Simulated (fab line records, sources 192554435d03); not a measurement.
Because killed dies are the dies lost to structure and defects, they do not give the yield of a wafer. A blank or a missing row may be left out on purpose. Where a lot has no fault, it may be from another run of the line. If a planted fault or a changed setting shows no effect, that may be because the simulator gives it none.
Chamber matching    flow n5-finfet    N5_BEOL_M8_STRIP_19 on rie-diel-05: 4 sister chambers
The step strips in O2. 8 wafers are shown with their chamber, then 8 later ones without.

== WAFERS WITH THEIR CHAMBER ==
wafer   chamber  drypump-motor-current-A (A)  throttle-valve-pct (%)
L078.6  2        6.6                          16.93
L080.5  2        6.6                          16.93
L093.3  1        6.3                          16.57
L093.4  3        4.9                          16.30
L092.1  3        4.9                          16.30
L092.2  0        6.0                          16.57
L092.3  1        6.4                          16.59
L094.1  0        6.0                          16.58

== WAFERS WHOSE CHAMBER IS MISSING ==
wafer   drypump-motor-current-A (A)  throttle-valve-pct (%)
L094.5  6.4                          16.60
L094.6  4.9                          16.30
L095.2  6.0                          16.61
L095.3  6.4                          16.62
L095.4  6.4                          16.59
L096.2  4.9                          16.30
L096.4  6.0                          16.61
L096.6  4.9                          16.33

== WHICH CHAMBER EACH WENT THROUGH ==
wafer   from the rows above  in truth
L094.5  1                    1
L094.6  3                    3
L095.2  0                    0
L095.3  1                    1
L095.4  1                    1
L096.2  3                    3
L096.4  0                    0
L096.6  3                    3
Placed correctly: 8 of 8. Left unplaced by these rows: 0. Wrongly placed: 0.
How it was worked out, from the rows above alone: a wafer's distance from a chamber is the root of the sum, over the readings, of the square of ((its reading less the chamber's mean) divided by the reading's scatter). If the next closest chamber is less than 2 further off than the closest, the wafer can't be placed; otherwise it belongs to the closest. Each chamber's mean is taken over the wafers shown for it. The scatter: take each reading less its chamber's mean, square it, sum over the shown wafers, divide by the number of wafers less the number of chambers, and take the root.
